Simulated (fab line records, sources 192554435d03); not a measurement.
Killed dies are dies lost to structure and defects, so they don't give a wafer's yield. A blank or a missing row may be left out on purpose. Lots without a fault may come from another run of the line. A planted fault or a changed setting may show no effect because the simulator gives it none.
Split-lot experiment | flow n5_finfet | 7 lots, 21 wafers read, on a route of 1938 steps

THE SPLIT
At N5_BEOL_M4_COAT_67 (time 60 s, resist thk 60 nm), the setting spin_rpm was moved away from the recipe's 1500 rpm on 4 of the 21 wafers read, by -8.2% to +7.5%. The other wafers ran this setting at the recipe's value.

FROM THE SPLIT TO THE READING: what the file shows between them, 9 steps
- N5_BEOL_M4_EXPOSE_25: exposes mask V3, defocus 5 nm (also split here: dose_mj)
- N5_BEOL_M4_PEB_26: peb time 60 s
- N5_BEOL_M4_DEVELOP_27: develop time 30 s
- N5_BEOL_M4_CD_MEAS_28: target cd 26.2 nm, target cd y 24.1 nm
- N5_BEOL_M4_ALD_98: deposits SiO2, target thk 2.5 nm, pulse time 1 s, co reactant pulse time 1 s
- N5_BEOL_M4_ETCHBACK_99: etches SiO2 in CHF3, target depth 5 nm, time 10.4 s
- N5_BEOL_M4_ETCH_70: etches SOC in N2/H2, target depth 80 nm, overetch 24 nm, time 130 s
- N5_BEOL_M4_STRIP_71: strips in N2/H2
- N5_BEOL_M4_STRIP_78: strips in N2/H2

THE READING
SOC_of_BEOL_M4_COAT_67.thk_nm (the simulator's own value, which no gauge read), in nm, at N5_BEOL_M4_VIA_ETCH_34 (etches the open film in C4F6/O2, target depth 69.4 nm, time 65.9 s). The file gives no usual value for it. The 17 wafers here that ran the recipe average 51.9 nm, standard deviation 0.21 nm.

wafer  | tool, chamber at the split | spin_rpm as run, rpm | against the recipe | SOC_of_BEOL_M4_COAT_67.thk_nm, nm | against lot-mates on the recipe
L075.3 | litho_track-04, 0          | 1500                 | recipe             | 51.6                              | -
L075.5 | litho_track-04, 0          | 1500                 | recipe             | 52.2                              | -
L075.6 | litho_track-04, 0          | 1500                 | recipe             | 52                                | -
L074.1 | litho_track-03, 0          | 1500                 | recipe             | 51.6                              | -
L074.3 | litho_track-03, 0          | 1500                 | recipe             | 51.8                              | -
L074.5 | litho_track-03, 0          | 1500                 | recipe             | 51.8                              | -
L076.2 | litho_track-03, 0          | 1610                 | +7.3%              | 49.6                              | -2.1
L076.4 | litho_track-03, 0          | 1500                 | recipe             | 51.6                              | -
L076.6 | litho_track-03, 0          | 1500                 | recipe             | 51.8                              | -
L077.1 | litho_track-04, 0          | 1500                 | recipe             | 52.2                              | -
L077.2 | litho_track-04, 0          | 1500                 | recipe             | 51.8                              | -
L077.5 | litho_track-04, 0          | 1377                 | -8.2%              | 54.6                              | +2.6
L084.3 | litho_track-02, 0          | 1500                 | recipe             | 52                                | -
L084.4 | litho_track-02, 0          | 1500                 | recipe             | 52                                | -
L084.5 | litho_track-02, 0          | 1500                 | recipe             | 52                                | -
L086.1 | litho_track-03, 0          | 1500                 | recipe             | 51.8                              | -
L086.3 | litho_track-03, 0          | 1613                 | +7.5%              | 50                                | -1.9
L086.5 | litho_track-03, 0          | 1500                 | recipe             | 52                                | -
L096.4 | litho_track-03, 0          | 1500                 | recipe             | 52.2                              | -
L096.5 | litho_track-03, 0          | 1500                 | recipe             | 51.6                              | -
L096.6 | litho_track-03, 0          | 1544                 | +2.9%              | 51.4                              | -0.5

THE FIT
A straight line over all 21 wafers: SOC_of_BEOL_M4_COAT_67.thk_nm changes by -0.295 nm for each +1% of spin_rpm; r = -0.97; the points scatter about the line by 0.24 nm.
The same after taking each lot's own level away (the mean of its wafers on the recipe; 21 wafers): -0.284 nm for each +1%; r = -0.98; scatter 0.2 nm.
On that fit, the largest move of spin_rpm shifts the reading by 2.3 nm.
The lots' own levels span 51.70 to 52.00 nm, that is 1.5 times the standard deviation above.
So the lot-to-lot level changes the slope little: the two slopes agree.
Check: with one of the wafers moved furthest among these (-8.2%) left out of the fit, the line predicts +2.17 nm for it against its lot-mates. It came out at +2.6 nm against them.

OTHER SPLITS ON THESE WAFERS
These wafers also went through other splits before the reading. Each is held against what the fit with the lots' levels taken away leaves over:
other split on the same wafers | wafers away from the commonest value | r with SOC_of_BEOL_M4_COAT_67.thk_nm (lot level and that fit taken away)
N5_BEOL_M3_COAT_22 spin_rpm    | 6                                    | -0.14
N5_BEOL_M4_EXPOSE_25 dose_mj   | 7                                    | -0.08

THE WHOLE CHAIN: every reading that the file lists as answering this split, in the file's order
step                   | what it does                                                        | reading                                                                        | change (the file's fit)               | r (the file's)
N5_BEOL_M4_COAT_67     | time 60 s, resist thk 60 nm                                         | SOC_of_BEOL_M4_COAT_67.thk_nm (the simulator's own value, which no gauge read) | -0.314 nm for each +1% of the setting | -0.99
N5_BEOL_M4_ETCH_70     | etches SOC in N2/H2, target depth 80 nm, overetch 24 nm, time 130 s | etch.depth_nm (the simulator's own value, which no gauge read)                 | -0.301 nm for each +1% of the setting | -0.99
N5_BEOL_M4_VIA_ETCH_34 | etches the open film in C4F6/O2, target depth 69.4 nm, time 65.9 s  | SOC_of_BEOL_M4_COAT_67.thk_nm (the simulator's own value, which no gauge read) | -0.282 nm for each +1% of the setting | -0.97

THE FILE'S OWN FIT
SOC_of_BEOL_M4_COAT_67.thk_nm changes by -0.282 nm for each +1% of spin_rpm, r = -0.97.
